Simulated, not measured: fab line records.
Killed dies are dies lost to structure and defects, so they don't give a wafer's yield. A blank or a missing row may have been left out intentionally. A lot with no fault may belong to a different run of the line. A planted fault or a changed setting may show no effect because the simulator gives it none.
fab line records | flow nand-harc
record lots=24 wafers=72 last-day=24
route steps=1159 shown A_WL_FILL@824 A_CONTACT@855
lots with no fault: from the same line, run without faults
start-h: hours from the record's first day to the start of the lot's first wafer shown | wait-h: time in hours since the lot's previous step | " unchanged from the row above | L1.1+2: a single row standing in for several wafers | - no value, or no start was given | * or withheld: withheld | < > ~ a bound
route shown NAME@n: NAME is a module with steps in the file, n the number in the route of the first one | usual: mean/standard deviation taken from wafers without a fault | same: alike in all rows | chamber/n: place in a boat | sites: each site's reading | _std_site: the standard deviation of these | _edge_site: mean of outer sites minus mean of inner sites | radius-mm: how far each site lies from the wafer's centre | mask NAME#n: copy n | behind: tool/chamber where the wafer was last shaped | hold: what put the lot on hold/how long, in hours/how the hold closed | device: the n, p or np transistor that did not switch | end of line: tests of these same wafers at the route's end | a step with no rows: only its recipe | killed: the dies lost at the first sort to structure and to defects; this is not the yield of the wafer | map: shows each die of a wafer: x if killed, . if not, _ if none is there
set.NAME: the setting as run; set.NAME@STEP: as run at that earlier step | model.NAME: the simulator's own value behind a step, which no gauge read
one table for each step of the route and one row for each wafer, over a sample of lots
services: when a tool's chamber went out of use (start-h, in hours from the record's first day, below 0 if earlier), for how many hours, and the reason
## steps
# step NHARC_A_WL_FILL_STRIP_29
# recipe time-s=20 o2-flow-sccm=500 ar-flow-sccm=0 bias-w=0 chemistry=O2
# usual chamber-pressure-mTorr=59.99/0.054 drypump-motor-current-A=5.5/0.53 oes-product-au=1.003/0.01 rf-vpp-V=57.9/0.88 showerhead-plenum-p-Torr=3.58/0.15 throttle-valve-pct=17.037/0.0095
# columns lot.wafer tool chamber start-h wait-h chamber-pressure-mTorr drypump-motor-current-A oes-product-au rf-hours-counter-h rf-vpp-V showerhead-plenum-p-Torr throttle-valve-pct
L074.4 rie-diel-11 2 339.83 0.1 60.04 5.4 0.990 9.7 58.5 3.36 17.052
L074.3 " 3 " " 59.99 5.8 0.999 8.8 59.4 3.41 17.035
L074.5 " 2 " " 60.01 5.4 0.994 - 57.1 3.36 17.016
L075.3 rie-diel-01 3 347.02 0.1 60.08 6.2 1.006 1.3 59.3 3.71 17.037
L075.2 " 0 " " 60.00 5.6 1.001 1.3 57.1 3.68 17.042
L075.6 " 2 " " 59.99 6.1 0.995 - 56.7 3.63 17.043
L077.4 rie-diel-01 0 349.69 0.1 60.03 5.6 1.004 1.3 57.3 3.67 17.046
L077.2 " 1 " " 59.89 5.2 0.998 0.9 58.3 3.64 17.033
L077.5 " 3 " " 59.90 6.2 1.004 - 57.1 3.71 17.033
L076.2 rie-diel-05 3 364.86 0.1 59.97 4.9 1.020 0.4 58.3 3.78 17.050
L076.3 " 0 " " 59.96 5.9 0.993 0.3 57.3 3.48 17.034
L076.4 " 2 " " 60.03 6.3 1.018 0.4 56.8 3.46 17.032
L079.2 rie-diel-05 2 373.27 0.1 59.97 6.3 1.004 0.6 58.5 3.46 17.046
L079.1 " 1 " " 59.90 4.8 1.026 0.5 58.7 3.63 17.043
L079.5 " 2 " " 59.98 6.2 1.015 - 57.8 3.46 17.034
L078.1 rie-diel-01 1 373.27 0.1 59.98 5.2 1.003 1.6 57.6 3.64 17.035
L078.2 " 0 " " 60.02 5.6 1.001 2.0 56.6 3.67 17.044
L078.6 " 1 " " 59.92 5.2 0.994 - 57.8 3.64 17.040
L080.1 rie-diel-05 1 373.30 0.1 60.07 4.8 1.018 0.5 57.8 3.63 17.030
L080.3 " 3 " " 59.89 4.8 1.010 0.6 57.4 3.78 17.030
L080.6 " 2 " " 60.00 6.3 1.003 - 57.8 3.46 17.036
L081.2 rie-diel-11 3 392.16 0.1 59.92 5.8 1.019 0.8 59.6 3.41 17.030
L081.4 " 0 " " 60.01 5.0 1.006 0.9 59.4 3.74 17.043
L081.1 " 1 " " 60.00 4.9 1.018 1.1 57.3 3.35 17.042
L084.2 rie-diel-01 3 408.37 0.1 59.97 6.3 0.999 3.6 59.0 3.71 17.036
L084.1 " 0 " " 60.08 5.6 0.992 3.8 59.0 3.67 17.029
L084.5 " 3 " " 59.94 6.3 0.988 - 57.5 3.71 17.032
L082.1 rie-diel-11 0 409.64 0.1 59.95 5.0 0.998 2.1 58.8 3.74 17.037
L082.4 " 2 " " 60.02 5.4 0.998 2.2 56.1 3.36 17.046
L082.5 " 0 " " 59.99 5.1 1.008 - 57.8 3.74 17.049
L085.4 rie-diel-05 0 412.38 0.1 59.96 6.0 0.974 1.8 57.7 3.48 17.045
L085.2 " 1 " " 59.99 4.8 1.015 1.7 57.8 3.63 17.036
L085.5 " 0 " " 60.10 5.9 0.973 - 56.9 3.48 17.035
L083.3 rie-diel-01 0 412.38 0.1 59.87 5.6 1.004 3.9 58.4 3.67 17.051
L083.2 " 1 " " 59.98 5.2 0.996 3.5 57.3 3.64 17.044
L083.6 " 3 " " 60.03 6.2 1.002 - 58.0 3.71 17.058
L086.2 rie-diel-05 1 422.39 0.1 59.99 4.8 1.019 1.8 57.8 3.63 17.027
L086.6 " 1 " " 59.97 4.8 1.025 - 56.7 3.63 17.047
L086.5 " 2 " " 60.05 6.3 1.000 - 57.8 3.46 17.053
L087.2 rie-diel-11 0 422.39 0.1 60.05 5.0 0.994 3.0 58.9 3.74 17.042
L087.4 " 2 " " 59.98 5.4 0.998 3.0 57.8 3.36 17.049
L087.1 " 3 " " 59.90 5.8 1.006 3.0 58.0 3.41 17.044
L088.3 rie-diel-11 2 427.30 0.1 60.06 5.4 0.996 3.1 57.0 3.36 17.044
L088.4 " 3 " " 60.02 5.7 1.011 3.1 57.2 3.41 17.034
L088.5 " 2 " " 60.00 5.4 1.003 - 57.6 3.36 17.041
L089.2 rie-diel-11 3 433.14 0.1 59.94 5.8 1.018 3.6 55.7 3.41 17.020
L089.4 " 0 " " 60.01 5.0 1.012 3.7 58.5 3.74 17.037
L089.6 " 2 " " 59.96 5.4 1.007 - 56.9 3.36 17.038
L090.3 rie-diel-01 1 433.22 0.1 59.98 5.2 0.991 4.4 57.1 3.64 17.034
L090.1 " 0 " " 60.01 5.6 0.989 4.8 58.2 3.67 17.023
L090.5 " 3 " " 59.97 6.2 0.993 - 58.0 3.71 17.046
L091.1 rie-diel-01 3 455.05 0.1 60.01 6.3 0.998 5.3 58.1 3.71 17.044
L091.2 " 1 " " 59.91 5.2 1.002 5.1 58.1 3.64 17.047
L091.5 " 2 " " 60.08 6.1 1.008 - 58.7 3.62 17.032
L094.1 rie-diel-11 3 464.89 0.1 60.01 5.8 1.000 5.2 57.3 3.41 17.052
L094.3 " 1 " " 59.93 4.9 1.016 5.2 57.2 3.35 17.017
L094.6 " 3 " " 60.08 5.8 1.001 - 56.9 3.41 17.044
L092.3 rie-diel-05 3 464.93 0.1 60.00 4.9 1.000 3.5 59.2 3.78 17.026
L092.2 " 0 " " 60.07 5.9 0.988 2.7 58.0 3.48 17.026
L092.6 " 3 " " 59.90 4.9 1.009 - 59.1 3.78 17.028
L096.4 rie-diel-01 1 471.55 0.1 59.90 5.2 1.000 5.8 57.4 3.64 17.022
L096.2 " 2 " " 60.01 6.1 1.005 5.3 57.9 3.62 17.026
L096.5 " 1 " " 60.01 5.2 1.011 - 58.0 3.64 17.029
L095.4 rie-diel-05 2 471.58 0.1 60.10 6.3 0.999 3.5 57.7 3.46 17.047
L095.2 " 0 " " 59.96 6.0 0.988 2.8 56.8 3.48 17.038
L095.6 " 2 " " 59.90 6.3 1.004 - 57.5 3.46 17.033
L093.1 rie-diel-01 2 474.70 0.1 59.91 6.0 0.999 5.4 59.4 3.62 17.031
L093.2 " 3 " " 60.03 6.2 0.998 5.9 58.3 3.71 17.037
L093.4 " 0 " " 59.94 5.6 0.994 6.2 58.5 3.67 17.037
L097.4 rie-diel-11 3 489.41 0.1 59.99 5.8 1.014 6.6 55.4 3.41 17.025
L097.3 " 1 " " 59.95 4.9 1.007 6.1 56.6 3.35 17.050
L097.5 " 3 " " 59.97 5.8 1.008 - 57.6 3.41 17.030
# step NHARC_A_CONTACT_OVL_MEAS_43
# usual overlay-x-nm=0.2/0.95 overlay-y-nm=0.2/0.8
# columns lot.wafer tool chamber start-h wait-h overlay-x-nm overlay-y-nm
L074.3 overlay-01 - 356.13 - 0.3 0.1
L074.4 " - " " 0.3 0.6
L074.5 " - " " 0.7 0.0
L075.2 overlay-01 - 365.75 - 0.6 1.0
L075.3 " - " " 0.7 0.1
L075.6 " - " " 0.8 0.5
L077.2 overlay-01 - 372.58 - -1.1 2.2
L077.4 " - " " -0.9 2.1
L077.5 " - " " -1.3 2.1
L076.2 overlay-02 - 381.73 - 1.1 -0.2
L076.3 " - " " 0.9 0.0
L076.4 " - " " 1.0 0.0
L079.1 overlay-01 - 388.83 - 1.4 0.4
L079.2 " - " " 0.2 0.6
L079.5 " - " " 1.6 -0.1
L078.1 overlay-02 - 390.61 - 1.0 -0.7
L078.2 " - " " 0.4 0.4
L078.6 " - " " -0.4 -0.4
L080.1 overlay-01 - 393.88 - 1.1 -0.1
L080.3 " - " " 0.8 0.0
L080.6 " - " " 1.2 0.0
L081.1 overlay-02 - 410.67 - 0.4 0.5
L081.2 " - " " 0.9 0.9
L081.4 " - " " 1.5 1.1
L082.1 overlay-02 - 423.50 - -0.5 -0.7
L082.4 " - " " -0.8 -0.1
L082.5 " - " " -1.1 -0.5
L084.1 overlay-01 - 424.80 - -0.9 0.8
L084.2 " - " " -1.4 0.2
L084.5 " - " " -0.9 0.5
L085.2 overlay-01 - 435.70 - -0.3 0.1
L085.4 " - " " -0.2 0.4
L085.5 " - " " -0.5 0.4
L083.2 overlay-02 - 439.61 - 0.8 0.4
L083.3 " - " " 0.5 0.2
L083.6 " - " " 0.2 0.3
L086.2 overlay-01 - 445.51 - -0.6 -1.5
L086.5 " - " " 0.4 -0.9
L086.6 " - " " -0.4 -1.0
L087.1 overlay-01 - 448.36 - 0.6 0.6
L087.2 " - " " 0.6 0.9
L087.4 " - " " 1.3 0.6
L088.3 overlay-01 - 452.85 - 1.1 0.2
L088.4 " - " " 1.0 0.0
L088.5 " - " " 0.1 -0.3
L089.2 overlay-02 - 456.06 - 0.2 -0.8
L089.4 " - " " 0.4 -0.5
L089.6 " - " " 0.4 -0.8
L090.1 overlay-01 - 458.36 - 0.9 -0.3
L090.3 " - " " 1.1 -0.1
L090.5 " - " " 0.7 -0.2
L091.1 overlay-01 - 471.71 - -1.3 0.6
L091.2 " - " " -1.3 1.0
L091.5 " - " " -1.6 0.4
L094.1 overlay-02 - 479.90 - 2.3 1.5
L094.3 " - " " 2.0 2.1
L094.6 " - " " 1.9 1.8
L092.2 overlay-01 - 481.91 - -1.0 0.8
L092.3 " - " " -0.7 1.0
L092.6 " - " " -1.4 0.6
L096.2 overlay-02 - 488.02 - 1.1 1.4
L096.4 " - " " 1.4 1.0
L096.5 " - " " 1.0 0.4
L095.2 overlay-02 - 491.94 - -0.5 0.0
L095.4 " - " " -1.1 0.0
L095.6 " - " " -0.4 0.2
L093.1 overlay-02 - 494.39 - -0.8 -0.3
L093.2 " - " " -0.7 0.3
L093.4 " - " " -1.0 -0.2
L097.3 overlay-02 - 505.03 - 1.0 -1.7
L097.4 " - " " 0.1 -1.3
L097.5 " - " " -0.1 -1.0
# step NHARC_A_CONTACT_ETCH_113
# recipe source-w=withheld pressure-mtorr=20 bias-v=3000 time-s=94 target-depth-a=9220 ar-flow-sccm=withheld c4f8-flow-sccm=withheld o2-flow-sccm=withheld chemistry=C4F8/O2/Ar
# usual chamber-pressure-mTorr=20.001/0.019
# columns lot.wafer tool chamber start-h wait-h chamber-pressure-mTorr rf-hours-counter-h
L074.3 har-cap-etch-02 0 357.81 0.1 19.997 -
L074.4 " 1 " " 20.003 -
L074.5 " 1 " " 20.032 -
L075.2 har-cap-etch-02 1 367.50 0.1 20.004 8
L075.3 " 1 " " 20.018 -
L075.6 " 1 " " 19.968 -
L077.2 har-cap-etch-03 0 374.32 0.1 19.985 81
L077.4 " 0 " " 19.988 -
L077.5 " 0 " " 19.992 -
L076.2 har-cap-etch-02 0 383.38 0.1 20.000 11
L076.4 " 0 " " 19.984 -
L076.3 " 1 " " 20.032 -
L079.2 har-cap-etch-01 0 390.59 0.1 20.006 58
L079.1 " 1 " " 19.979 58
L079.5 " 0 " " 20.041 -
L078.1 har-cap-etch-03 1 392.44 0.1 20.017 85
L078.2 " 0 " " 19.991 85
L078.6 " 1 " " 20.000 -
L080.1 har-cap-etch-01 0 395.54 0.1 20.018 59
L080.3 " 0 " " 20.006 -
L080.6 " 1 " " 20.022 -
L081.1 har-cap-etch-02 0 412.37 0.1 20.009 17
L081.2 " 1 " " 19.988 17
L081.4 " 1 " " 19.994 -
L082.1 har-cap-etch-03 1 425.14 0.1 19.992 89
L082.4 " 1 " " 19.980 -
L082.5 " 0 " " 19.971 -
L084.1 har-cap-etch-01 1 426.63 0.1 19.981 63
L084.2 " 0 " " 20.006 63
L084.5 " 1 " " 20.025 -
L085.2 har-cap-etch-01 1 437.46 0.1 19.997 65
L085.4 " 0 " " 19.968 -
L085.5 " 0 " " 19.987 -
L083.2 har-cap-etch-01 1 441.35 0.1 20.020 66
L083.3 " 0 " " 19.987 -
L083.6 " 1 " " 20.004 -
L086.2 har-cap-etch-03 0 447.23 0.1 20.006 92
L086.5 " 0 " " 19.956 -
L086.6 " 1 " " 20.002 -
L087.2 har-cap-etch-02 0 450.01 0.1 20.003 22
L087.1 " 1 " " 19.990 22
L087.4 " 0 " " 20.022 -
L088.4 har-cap-etch-01 1 454.73 0.1 20.002 -
L088.3 " 0 " " 19.967 -
L088.5 " 1 " " 20.025 -
L089.2 har-cap-etch-01 1 457.80 0.1 20.030 70
L089.4 " 1 " " 20.000 -
L089.6 " 0 " " 20.010 -
L090.1 har-cap-etch-03 0 460.20 0.1 20.036 94
L090.3 " 0 " " 20.000 -
L090.5 " 1 " " 19.999 -
L091.1 har-cap-etch-03 1 473.90 0.1 20.018 98
L091.2 " 0 " " 20.012 98
L091.5 " 0 " " 19.974 -
L094.1 har-cap-etch-02 1 481.77 0.1 20.009 28
L094.3 " 0 " " 20.012 -
L094.6 " 1 " " 19.997 -
L092.2 har-cap-etch-03 0 483.56 0.1 19.979 99
L092.3 " 1 " " 19.993 -
L092.6 " 0 " " 20.001 -
L096.2 har-cap-etch-02 1 489.80 0.1 20.000 30
L096.4 " 1 " " 19.989 -
L096.5 " 1 " " 19.993 -
L095.2 har-cap-etch-01 0 493.74 0.1 20.026 76
L095.4 " 0 " " 20.023 -
L095.6 " 1 " " 20.001 -
L093.2 har-cap-etch-03 1 496.04 0.1 19.976 101
L093.1 " 0 " " 19.996 101
L093.4 " 0 " " 19.966 -
L097.4 har-cap-etch-03 0 507.20 0.1 20.006 -
L097.3 " 1 " " 19.991 -
L097.5 " 0 " " 20.000 -
# step NHARC_A_CONTACT_ETCH_114
# recipe source-w=withheld pressure-mtorr=20 bias-v=3000 time-s=94 target-depth-a=9220 ar-flow-sccm=withheld c4f8-flow-sccm=withheld o2-flow-sccm=withheld chemistry=C4F8/O2/Ar
# usual chamber-pressure-mTorr=20.002/0.018
# columns lot.wafer tool chamber start-h wait-h chamber-pressure-mTorr rf-hours-counter-h
L074.3 har-cap-etch-02 0 357.90 0.1 20.004 -
L074.4 " 1 " " 20.000 -
L074.5 " 1 " " 20.015 -
L075.2 har-cap-etch-02 1 367.59 0.1 20.005 8
L075.3 " 1 " " 20.011 -
L075.6 " 1 " " 20.027 -
L077.2 har-cap-etch-03 0 374.41 0.1 19.985 81
L077.4 " 0 " " 19.988 -
L077.5 " 0 " " 19.992 -
L076.2 har-cap-etch-02 0 383.47 0.1 20.006 11
L076.4 " 0 " " 20.007 -
L076.3 " 1 " " 19.977 -
L079.2 har-cap-etch-01 0 390.68 0.1 20.009 58
L079.1 " 1 " " 20.013 58
L079.5 " 0 " " 20.002 -
L078.1 har-cap-etch-03 1 392.53 0.1 20.006 85
L078.2 " 0 " " 20.022 85
L078.6 " 1 " " 20.020 -
L080.1 har-cap-etch-01 0 395.63 0.1 20.033 59
L080.3 " 0 " " 19.966 -
L080.6 " 1 " " 20.001 -
L081.1 har-cap-etch-02 0 412.47 0.1 20.009 17
L081.2 " 1 " " 20.024 17
L081.4 " 1 " " 20.001 -
L082.1 har-cap-etch-03 1 425.23 0.1 19.988 89
L082.4 " 1 " " 20.012 -
L082.5 " 0 " " 20.016 -
L084.1 har-cap-etch-01 1 426.72 0.1 20.004 63
L084.2 " 0 " " 20.009 63
L084.5 " 1 " " 19.989 -
L085.2 har-cap-etch-01 1 437.55 0.1 20.008 65
L085.4 " 0 " " 19.976 -
L085.5 " 0 " " 20.023 -
L083.2 har-cap-etch-01 1 441.44 0.1 20.010 66
L083.3 " 0 " " 20.031 -
L083.6 " 1 " " 19.990 -
L086.2 har-cap-etch-03 0 447.33 0.1 19.981 92
L086.5 " 0 " " 20.009 -
L086.6 " 1 " " 19.982 -
L087.2 har-cap-etch-02 0 450.10 0.1 20.011 22
L087.1 " 1 " " 19.995 22
L087.4 " 0 " " 19.986 -
L088.4 har-cap-etch-01 1 454.82 0.1 20.003 -
L088.3 " 0 " " 19.998 -
L088.5 " 1 " " 19.998 -
L089.2 har-cap-etch-01 1 457.89 0.1 20.013 70
L089.4 " 1 " " 19.998 -
L089.6 " 0 " " 19.991 -
L090.1 har-cap-etch-03 0 460.29 0.1 20.015 95
L090.3 " 0 " " 19.992 -
L090.5 " 1 " " 20.007 -
L091.1 har-cap-etch-03 1 473.99 0.1 19.993 98
L091.2 " 0 " " 19.984 98
L091.5 " 0 " " 20.018 -
L094.1 har-cap-etch-02 1 481.86 0.1 19.985 29
L094.3 " 0 " " 19.989 -
L094.6 " 1 " " 19.963 -
L092.2 har-cap-etch-03 0 483.65 0.1 19.970 99
L092.3 " 1 " " 19.994 -
L092.6 " 0 " " 20.035 -
L096.2 har-cap-etch-02 1 489.89 0.1 19.988 30
L096.4 " 1 " " 20.004 -
L096.5 " 1 " " 19.992 -
L095.2 har-cap-etch-01 0 493.84 0.1 20.040 76
L095.4 " 0 " " 20.002 -
L095.6 " 1 " " 19.995 -
L093.2 har-cap-etch-03 1 496.13 0.1 20.010 102
L093.1 " 0 " " 19.974 102
L093.4 " 0 " " 20.008 -
L097.4 har-cap-etch-03 0 507.29 0.1 20.022 -
L097.3 " 1 " " 20.009 -
L097.5 " 0 " " 19.970 -
# step NHARC_A_CONTACT_ETCH_116
# recipe source-w=withheld pressure-mtorr=20 bias-v=3000 time-s=94 target-depth-a=9220 ar-flow-sccm=withheld c4f8-flow-sccm=withheld o2-flow-sccm=withheld chemistry=C4F8/O2/Ar
# usual chamber-pressure-mTorr=19.999/0.018
# columns lot.wafer tool chamber start-h wait-h chamber-pressure-mTorr rf-hours-counter-h
L074.3 har-cap-etch-02 0 358.08 0.1 19.996 -
L074.4 " 1 " " 20.016 -
L074.5 " 1 " " 20.011 -
L075.2 har-cap-etch-02 1 367.77 0.1 20.014 8
L075.3 " 1 " " 20.013 -
L075.6 " 1 " " 19.998 -
L077.2 har-cap-etch-03 0 374.59 0.1 20.037 82
L077.4 " 0 " " 20.002 -
L077.5 " 0 " " 20.013 -
L076.2 har-cap-etch-02 0 383.65 0.1 20.004 11
L076.4 " 0 " " 20.015 -
L076.3 " 1 " " 20.011 -
L079.2 har-cap-etch-01 0 390.86 0.1 20.009 58
L079.1 " 1 " " 19.992 58
L079.5 " 0 " " 20.004 -
L078.1 har-cap-etch-03 1 392.71 0.1 19.997 86
L078.2 " 0 " " 20.005 86
L078.6 " 1 " " 20.013 -
L080.1 har-cap-etch-01 0 395.81 0.1 20.026 59
L080.3 " 0 " " 20.005 -
L080.6 " 1 " " 19.982 -
L081.1 har-cap-etch-02 0 412.65 0.1 20.006 17
L081.2 " 1 " " 19.994 17
L081.4 " 1 " " 20.005 -
L082.1 har-cap-etch-03 1 425.41 0.1 19.988 89
L082.4 " 1 " " 19.986 -
L082.5 " 0 " " 20.048 -
L084.1 har-cap-etch-01 1 426.90 0.1 20.008 64
L084.2 " 0 " " 19.978 64
L084.5 " 1 " " 20.003 -
L085.2 har-cap-etch-01 1 437.73 0.1 19.985 65
L085.4 " 0 " " 20.003 -
L085.5 " 0 " " 19.961 -
L083.2 har-cap-etch-01 1 441.62 0.1 20.017 66
L083.3 " 0 " " 20.002 -
L083.6 " 1 " " 19.989 -
L086.2 har-cap-etch-03 0 447.51 0.1 20.030 92
L086.5 " 0 " " 19.992 -
L086.6 " 1 " " 19.971 -
L087.2 har-cap-etch-02 0 450.29 0.1 19.987 22
L087.1 " 1 " " 19.968 22
L087.4 " 0 " " 20.019 -
L088.4 har-cap-etch-01 1 455.00 0.1 20.020 -
L088.3 " 0 " " 20.019 -
L088.5 " 1 " " 19.986 -
L089.2 har-cap-etch-01 1 458.07 0.1 20.027 70
L089.4 " 1 " " 20.011 -
L089.6 " 0 " " 20.005 -
L090.1 har-cap-etch-03 0 460.48 0.1 19.982 95
L090.3 " 0 " " 20.017 -
L090.5 " 1 " " 20.015 -
L091.1 har-cap-etch-03 1 474.17 0.1 19.993 98
L091.2 " 0 " " 19.995 98
L091.5 " 0 " " 19.983 -
L094.1 har-cap-etch-02 1 482.04 0.1 20.015 29
L094.3 " 0 " " 19.978 -
L094.6 " 1 " " 19.997 -
L092.2 har-cap-etch-03 0 483.83 0.1 19.975 99
L092.3 " 1 " " 20.013 -
L092.6 " 0 " " 20.016 -
L096.2 har-cap-etch-02 1 490.08 0.1 20.001 30
L096.4 " 1 " " 19.987 -
L096.5 " 1 " " 20.007 -
L095.2 har-cap-etch-01 0 494.01 0.1 19.988 76
L095.4 " 0 " " 19.997 -
L095.6 " 1 " " 19.968 -
L093.2 har-cap-etch-03 1 496.31 0.1 19.988 102
L093.1 " 0 " " 20.001 102
L093.4 " 0 " " 19.979 -
L097.4 har-cap-etch-03 0 507.47 0.1 19.985 -
L097.3 " 1 " " 19.988 -
L097.5 " 0 " " 20.010 -
# step NHARC_A_CONTACT_ETCH_124
# recipe source-w=withheld pressure-mtorr=20 bias-v=withheld time-s=140 target-depth-a=7000 ar-flow-sccm=withheld c4f8-flow-sccm=withheld o2-flow-sccm=withheld chemistry=C4F8/O2/Ar
# usual chamber-pressure-mTorr=19.999/0.018
# columns lot.wafer tool chamber start-h wait-h chamber-pressure-mTorr rf-hours-counter-h
L074.4 har-cap-etch-01 1 366.99 - 20.001 -
L074.3 " 0 " " 20.028 -
L074.5 " 1 " " 19.979 -
L075.2 har-cap-etch-03 0 376.37 - 20.010 82
L075.3 " 0 " " 20.021 -
L075.6 " 0 " " 20.002 -
L077.2 har-cap-etch-01 0 383.27 - 19.968 56
L077.4 " 0 " " 20.012 -
L077.5 " 0 " " 19.989 -
L076.2 har-cap-etch-02 0 391.60 - 19.982 12
L076.3 " 0 " " 20.010 -
L076.4 " 1 " " 19.999 -
L079.2 har-cap-etch-02 0 397.52 - 20.025 14
L079.1 " 1 " " 20.023 14
L079.5 " 0 " " 19.979 -
L078.1 har-cap-etch-01 1 399.27 - 20.003 60
L078.2 " 0 " " 20.010 60
L078.6 " 1 " " 19.997 -
L080.1 har-cap-etch-02 0 402.93 - 20.003 15
L080.3 " 0 " " 19.977 -
L080.6 " 0 " " 20.015 -
L081.1 har-cap-etch-01 1 419.07 - 19.987 62
L081.2 " 0 " " 19.985 62
L081.4 " 0 " " 19.993 -
L082.1 har-cap-etch-02 1 432.68 - 20.020 18
L082.4 " 0 " " 19.987 -
L082.5 " 1 " " 19.980 -
L084.1 har-cap-etch-03 0 433.37 - 19.983 90
L084.2 " 1 " " 20.004 90
L084.5 " 1 " " 20.023 -
L085.2 har-cap-etch-02 0 443.88 - 19.997 20
L085.4 " 0 " " 20.028 -
L085.5 " 1 " " 19.996 -
L083.2 har-cap-etch-01 0 448.81 - 20.011 67
L083.3 " 1 " " 20.015 -
L083.6 " 0 " " 20.003 -
L086.2 har-cap-etch-02 1 454.71 - 19.990 23
L086.5 " 0 " " 19.989 -
L086.6 " 1 " " 20.016 -
L087.1 har-cap-etch-02 0 458.36 - 20.003 24
L087.2 " 1 " " 20.026 24
L087.4 " 1 " " 19.999 -
L088.4 har-cap-etch-01 0 461.79 - 20.008 -
L088.3 " 1 " " 20.004 -
L088.5 " 1 " " 19.995 -
L089.2 har-cap-etch-03 0 464.78 - 20.015 95
L089.4 " 1 " " 20.016 -
L089.6 " 1 " " 20.037 -
L090.1 har-cap-etch-02 1 467.97 - 19.986 26
L090.3 " 0 " " 19.975 -
L090.5 " 1 " " 19.995 -
L091.1 har-cap-etch-01 0 480.41 - 20.008 73
L091.2 " 1 " " 19.986 73
L091.5 " 1 " " 20.024 -
L094.1 har-cap-etch-03 0 491.73 - 20.002 100
L094.3 " 1 " " 20.010 -
L094.6 " 0 " " 20.046 -
L092.2 har-cap-etch-02 0 493.49 - 20.020 31
L092.3 " 1 " " 19.989 -
L092.6 " 0 " " 20.009 -
L096.2 har-cap-etch-02 1 498.67 - 20.003 32
L096.4 " 0 " " 20.005 -
L096.5 " 1 " " 20.015 -
L095.2 har-cap-etch-03 0 500.59 - 19.997 102
L095.4 " 1 " " 20.007 -
L095.6 " 1 " " 20.031 -
L093.2 har-cap-etch-02 0 504.34 - 20.007 33
L093.1 " 1 " " 19.954 33
L093.4 " 1 " " 19.988 -
L097.4 har-cap-etch-03 0 516.34 - 20.012 -
L097.3 " 1 " " 19.955 -
L097.5 " 1 " " 19.998 -
## services
# columns tool chamber start-h hours kind
har-cap-etch-02 0 322.00 - clean
har-cap-etch-02 1 322.00 - clean
rie-diel-01 0 323.80 - clean
rie-diel-01 1 323.80 - clean
rie-diel-01 2 323.80 - clean
rie-diel-01 3 323.80 - clean
rie-diel-01 1 336.41 6.9 repair
rie-diel-05 - 340.61 9.0 pm
rie-diel-01 0 348.30 - clean
rie-diel-01 1 348.30 - clean
rie-diel-01 2 348.30 - clean
rie-diel-01 3 348.30 - clean
rie-diel-11 - 366.50 9.0 pm
rie-diel-05 0 415.93 11.9 repair
rie-diel-01 - 422.91 0.6 repair
rie-diel-01 2 427.60 9.1 repair
rie-diel-05 0 428.79 9.7 repair
rie-diel-05 1 437.75 1.6 repair
rie-diel-11 - 471.22 0.8 repair
rie-diel-05 1 477.45 9.4 repair
rie-diel-01 2 483.64 5.6 repair
rie-diel-01 - 491.80 9.0 pm
rie-diel-05 1 496.11 7.8 repair
rie-diel-01 - 513.24 0.8 repair
## key
fault none
